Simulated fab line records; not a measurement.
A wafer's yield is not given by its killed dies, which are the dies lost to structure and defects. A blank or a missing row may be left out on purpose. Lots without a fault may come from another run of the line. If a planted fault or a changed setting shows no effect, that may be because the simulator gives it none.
What tool caused it? + flow nandHarc + Sampling: 24 lots, 72 wafers, 5 of 1302 route steps

== WHAT THE GAUGES READ, wafer by wafer ==
NHARC_P_M0_CD_MEAS_09: the cd target is 90 nm.
| lot  | measured     | on       | cdNm (nm)      |
|------|--------------|----------|----------------|
| L074 | day 6 00:46  | cdSem-02 | 90.6 91.3 90.9 |
| L075 | day 6 10:56  | cdSem-03 | 88.9 89.0 89.7 |
| L076 | day 7 01:06  | cdSem-02 | 89.6 89.7 90.0 |
| L077 | day 7 01:35  | cdSem-01 | 89.4 90.5 90.4 |
| L078 | day 7 20:05  | cdSem-01 | 89.2 89.3 89.1 |
| L079 | day 8 01:48  | cdSem-02 | 90.9 90.7 89.8 |
| L080 | day 8 12:55  | cdSem-03 | 90.2 89.7 90.5 |
| L081 | day 8 18:02  | cdSem-03 | 89.4 89.6 89.1 |
| L082 | day 9 07:43  | cdSem-02 | 90.4 90.1 90.0 |
| L083 | day 9 16:01  | cdSem-01 | 90.5 91.1 89.6 |
| L084 | day 10 09:00 | cdSem-02 | 90.0 90.4 90.4 |
| L085 | day 10 15:59 | cdSem-03 | 89.5 89.4 90.4 |
| L086 | day 11 02:45 | cdSem-01 | 90.2 90.4 90.5 |
| L087 | day 11 06:26 | cdSem-03 | 90.7 90.5 89.3 |
| L089 | day 12 04:37 | cdSem-01 | 91.2 90.9 91.3 |
| L088 | day 12 05:32 | cdSem-02 | 90.2 90.2 90.3 |
| L090 | day 12 23:32 | cdSem-03 | 89.3 90.0 90.2 |
| L091 | day 13 06:54 | cdSem-03 | 89.1 88.7 89.4 |
| L092 | day 13 08:50 | cdSem-02 | 88.6 89.4 89.3 |
| L093 | day 13 22:17 | cdSem-03 | 88.9 89.8 90.1 |
| L095 | day 14 14:16 | cdSem-02 | 90.2 89.7 89.6 |
| L094 | day 14 14:37 | cdSem-03 | 90.1 89.8 89.9 |
| L096 | day 15 03:23 | cdSem-02 | 89.6 90.1 90.7 |
| L097 | day 15 21:14 | cdSem-02 | 90.3 90.0 89.7 |

NHARC_P_M2_INSPECT_27.
| lot  | measured     | on               | rawDefectCount |
|------|--------------|------------------|----------------|
| L074 | day 6 12:11  | defectInspect-01 | 214 294 476    |
| L075 | day 6 21:56  | defectInspect-02 | 266 315 287    |
| L076 | day 7 11:51  | defectInspect-02 | 224 145 172    |
| L077 | day 7 12:54  | defectInspect-01 | 278 248 380    |
| L078 | day 8 06:55  | defectInspect-02 | 248 217 269    |
| L079 | day 8 12:41  | defectInspect-01 | 414 334 343    |
| L080 | day 9 02:22  | defectInspect-01 | 765 445 704    |
| L081 | day 9 05:16  | defectInspect-01 | 239 227 205    |
| L082 | day 9 19:26  | defectInspect-01 | 246 323 359    |
| L083 | day 10 03:16 | defectInspect-01 | 413 499 150    |
| L084 | day 10 20:11 | defectInspect-01 | 487 435 450    |
| L085 | day 11 03:45 | defectInspect-01 | 322 186 244    |
| L086 | day 11 13:44 | defectInspect-02 | 327 239 215    |
| L087 | day 11 17:34 | defectInspect-01 | 179 340 274    |
| L089 | day 12 16:12 | defectInspect-02 | 336 571 366    |
| L088 | day 12 16:21 | defectInspect-02 | 235 190 296    |
| L090 | day 13 10:29 | defectInspect-02 | 220 331 183    |
| L091 | day 13 17:56 | defectInspect-01 | 286 291 330    |
| L092 | day 13 19:35 | defectInspect-02 | 380 304 183    |
| L093 | day 14 09:08 | defectInspect-02 | 301 190 341    |
| L095 | day 15 01:15 | defectInspect-02 | 297 395 307    |
| L094 | day 15 01:46 | defectInspect-02 | 407 279 337    |
| L096 | day 15 14:25 | defectInspect-02 | 199 223 231    |
| L097 | day 16 10:41 | defectInspect-01 | 301 453 304    |

NHARC_A_ONON_D1_THK_MEAS_27: measures by ellipsometry.
| lot  | measured     | on           | thkNm (nm)     |
|------|--------------|--------------|----------------|
| L074 | day 8 06:47  | filmMetro-02 | 998 998 1001   |
| L075 | day 8 14:40  | filmMetro-01 | 994 994 994    |
| L076 | day 9 04:53  | filmMetro-02 | 1003 1002 1003 |
| L077 | day 9 05:06  | filmMetro-02 | 1003 1002 1005 |
| L078 | day 10 01:13 | filmMetro-02 | 1005 1004 1006 |
| L079 | day 10 01:13 | filmMetro-01 | 995 996 996    |
| L080 | day 10 19:29 | filmMetro-01 | 1000 1000 1000 |
| L081 | day 10 19:14 | filmMetro-02 | 1019 1020 1019 |
| L082 | day 11 12:25 | filmMetro-01 | 997 998 999    |
| L083 | day 11 23:40 | filmMetro-01 | 992 990 990    |
| L084 | day 12 16:20 | filmMetro-02 | 990 992 991    |
| L085 | day 12 20:07 | filmMetro-02 | 1003 1005 1006 |
| L086 | day 13 08:44 | filmMetro-01 | 991 991 988    |
| L087 | day 13 12:15 | filmMetro-02 | 993 993 993    |
| L089 | day 14 07:46 | filmMetro-01 | 1018 1018 1020 |
| L088 | day 14 07:42 | filmMetro-02 | 984 983 983    |
| L090 | day 15 02:19 | filmMetro-02 | 1002 1003 1005 |
| L091 | day 15 10:14 | filmMetro-01 | 1013 1012 1012 |
| L092 | day 15 10:10 | filmMetro-01 | 990 988 989    |
| L093 | day 16 00:43 | filmMetro-01 | 999 999 998    |
| L095 | day 16 17:55 | filmMetro-01 | 988 987 987    |
| L094 | day 16 17:55 | filmMetro-01 | 985 986 984    |
| L096 | day 17 08:03 | filmMetro-01 | 999 1000 999   |
| L097 | day 18 04:23 | filmMetro-01 | 1003 1001 1005 |

== WHICH TOOL RAN EACH LOT (tool, then ch and the chambers of the sampled wafers, then the start) ==
| lot  | NHARC_P_M0_ETCH_15                           | NHARC_P_M1_PRE_CLEAN_30                |
|------|----------------------------------------------|----------------------------------------|
| L074 | rieDiel-02 ch 1,2,3, day 6 12:11 or earlier  | pvdSputter-03, day 6 12:11 or earlier  |
| L075 | rieDiel-05 ch 0,1,2, day 6 21:56 or earlier  | pvdSputter-03, day 6 21:56 or earlier  |
| L076 | rieDiel-12 ch 0,3, day 7 11:51 or earlier    | pvdSputter-01, day 7 11:51 or earlier  |
| L077 | rieDiel-12 ch 0,3, day 7 12:54 or earlier    | pvdSputter-03, day 7 12:54 or earlier  |
| L078 | rieDiel-12 ch 1,2,3, day 8 06:55 or earlier  | pvdSputter-03, day 8 06:55 or earlier  |
| L079 | rieDiel-05 ch 0,1,3, day 8 12:41 or earlier  | pvdSputter-01, day 8 12:41 or earlier  |
| L080 | rieDiel-05 ch 0,1,2, day 9 02:22 or earlier  | pvdSputter-03, day 9 02:22 or earlier  |
| L081 | rieDiel-05 ch 0,1,2, day 9 05:16 or earlier  | pvdSputter-03, day 9 05:16 or earlier  |
| L082 | rieDiel-02 ch 0,2,3, day 9 19:26 or earlier  | pvdSputter-01, day 9 19:26 or earlier  |
| L083 | rieDiel-12 ch 1,2, day 9 16:28               | pvdSputter-02, day 10 03:16 or earlier |
| L084 | rieDiel-05 ch 0,1,3, day 10 20:11 or earlier | pvdSputter-02, day 10 20:11 or earlier |
| L085 | rieDiel-12 ch 2,3, day 11 03:45 or earlier   | pvdSputter-03, day 11 03:45 or earlier |
| L086 | rieDiel-12 ch 0,1, day 11 13:44 or earlier   | pvdSputter-01, day 11 13:44 or earlier |
| L087 | rieDiel-05 ch 0,2,3, day 11 17:34 or earlier | pvdSputter-01, day 11 17:34 or earlier |
| L089 | rieDiel-02 ch 1,2, day 12 16:12 or earlier   | pvdSputter-03, day 12 16:12 or earlier |
| L088 | rieDiel-05 ch 0,1,3, day 12 16:21 or earlier | pvdSputter-02, day 12 16:21 or earlier |
| L090 | rieDiel-05 ch 2,3, day 13 10:29 or earlier   | pvdSputter-02, day 13 10:29 or earlier |
| L091 | rieDiel-05 ch 1,2,3, day 13 17:56 or earlier | pvdSputter-03, day 13 17:56 or earlier |
| L092 | rieDiel-05 ch 1,2,3, day 13 19:35 or earlier | pvdSputter-02, day 13 19:35 or earlier |
| L093 | rieDiel-05 ch 0,3, day 14 09:08 or earlier   | pvdSputter-01, day 14 09:08 or earlier |
| L095 | rieDiel-05 ch 2,3, day 15 01:15 or earlier   | pvdSputter-03, day 15 01:15 or earlier |
| L094 | rieDiel-05 ch 0,1,2, day 15 01:46 or earlier | pvdSputter-02, day 15 01:46 or earlier |
| L096 | rieDiel-05 ch 0,3, day 15 14:25 or earlier   | pvdSputter-03, day 15 14:25 or earlier |
| L097 | rieDiel-05 ch 0,3, day 16 10:41 or earlier   | pvdSputter-02, day 16 10:41 or earlier |
- NHARC_P_M0_ETCH_15: etches the open film in C4F8/Ar, target depth 150 nm, overetch 15 nm, time 82.5 s.
- NHARC_P_M1_PRE_CLEAN_30: time 30 s.

== WHAT THE TOOLS THEMSELVES READ (means of the sampled wafers that have a number; where no wafer has one, the mark that the record gives instead) ==
NHARC_P_M0_ETCH_15.
| lot  | tool       | biasW (W) | oesProductAu (a.u.) | rfVppV (V) |
|------|------------|-----------|---------------------|------------|
| L074 | rieDiel-02 | 299.9     | 0.959               | 439.0      |
| L075 | rieDiel-05 | 301.1     | 0.971               | 440.2      |
| L076 | rieDiel-12 | 300.2     | 0.951               | 440.6      |
| L077 | rieDiel-12 | 299.8     | 0.948               | 439.9      |
| L078 | rieDiel-12 | 299.8     | 0.962               | 441.4      |
| L079 | rieDiel-05 | 300.9     | 0.956               | 441.1      |
| L080 | rieDiel-05 | 300.0     | 0.967               | 439.9      |
| L081 | rieDiel-05 | 300.1     | 0.971               | 440.8      |
| L082 | rieDiel-02 | 299.8     | 0.960               | 438.4      |
| L083 | rieDiel-12 | 299.9     | 0.934               | 439.8      |
| L084 | rieDiel-05 | 299.8     | 0.951               | 441.1      |
| L085 | rieDiel-12 | 301.5     | 0.913               | 441.5      |
| L086 | rieDiel-12 | 300.3     | 0.980               | 439.7      |
| L087 | rieDiel-05 | 300.3     | 0.965               | 440.4      |
| L089 | rieDiel-02 | 299.3     | 0.982               | 437.7      |
| L088 | rieDiel-05 | 301.2     | 0.964               | 441.5      |
| L090 | rieDiel-05 | 300.1     | 0.925               | 440.8      |
| L091 | rieDiel-05 | 299.2     | 0.964               | 440.9      |
| L092 | rieDiel-05 | 300.2     | 0.941               | 442.3      |
| L093 | rieDiel-05 | 298.8     | 0.968               | 438.3      |
| L095 | rieDiel-05 | 299.2     | 0.963               | 440.1      |
| L094 | rieDiel-05 | 299.9     | 0.970               | 441.1      |
| L096 | rieDiel-05 | 299.9     | 0.954               | 440.9      |
| L097 | rieDiel-05 | 299.2     | 0.957               | 439.4      |

NHARC_P_M1_PRE_CLEAN_30.
| lot  | tool          | heaterPowerW (W) |
|------|---------------|------------------|
| L074 | pvdSputter-03 | 398              |
| L075 | pvdSputter-03 | 404              |
| L076 | pvdSputter-01 | 383              |
| L077 | pvdSputter-03 | 406              |
| L078 | pvdSputter-03 | 416              |
| L079 | pvdSputter-01 | 383              |
| L080 | pvdSputter-03 | 375              |
| L081 | pvdSputter-03 | 370              |
| L082 | pvdSputter-01 | 383              |
| L083 | pvdSputter-02 | 424              |
| L084 | pvdSputter-02 | 401              |
| L085 | pvdSputter-03 | 462              |
| L086 | pvdSputter-01 | 384              |
| L087 | pvdSputter-01 | 382              |
| L089 | pvdSputter-03 | 353              |
| L088 | pvdSputter-02 | 401              |
| L090 | pvdSputter-02 | 362              |
| L091 | pvdSputter-03 | 465              |
| L092 | pvdSputter-02 | 345              |
| L093 | pvdSputter-01 | 381              |
| L095 | pvdSputter-03 | 419              |
| L094 | pvdSputter-02 | 368              |
| L096 | pvdSputter-03 | 379              |
| L097 | pvdSputter-02 | 372              |

== THE ANSWER, worked out from the rows above alone ==
Rule: the usual values come from the lots themselves. Put in order of their means at a reading, lots are off if they are a third of the lots or fewer, leave a main group of 4 or more, and stand apart from it by a gap of 3 or more times the standard deviation of the main group's means; of several such gaps the widest counts. Not used: any main group whose means are identical at the precision the tables above print for the reading. Also off: a lot with no number at a reading for which 4 or more lots have one. All remaining lots with rows at the step are treated as sound. Order of review: gauges by route order, followed by the tools' own readings, for which a lot's mean as printed above is used. At the first step where some lot is off, the reading lying furthest off is the one used; lots without a number count as furthest.
None of the lots is off at any reading shown; this tells nothing.

== WHAT HAD BEEN PUT IN BY THE SIMULATOR ==
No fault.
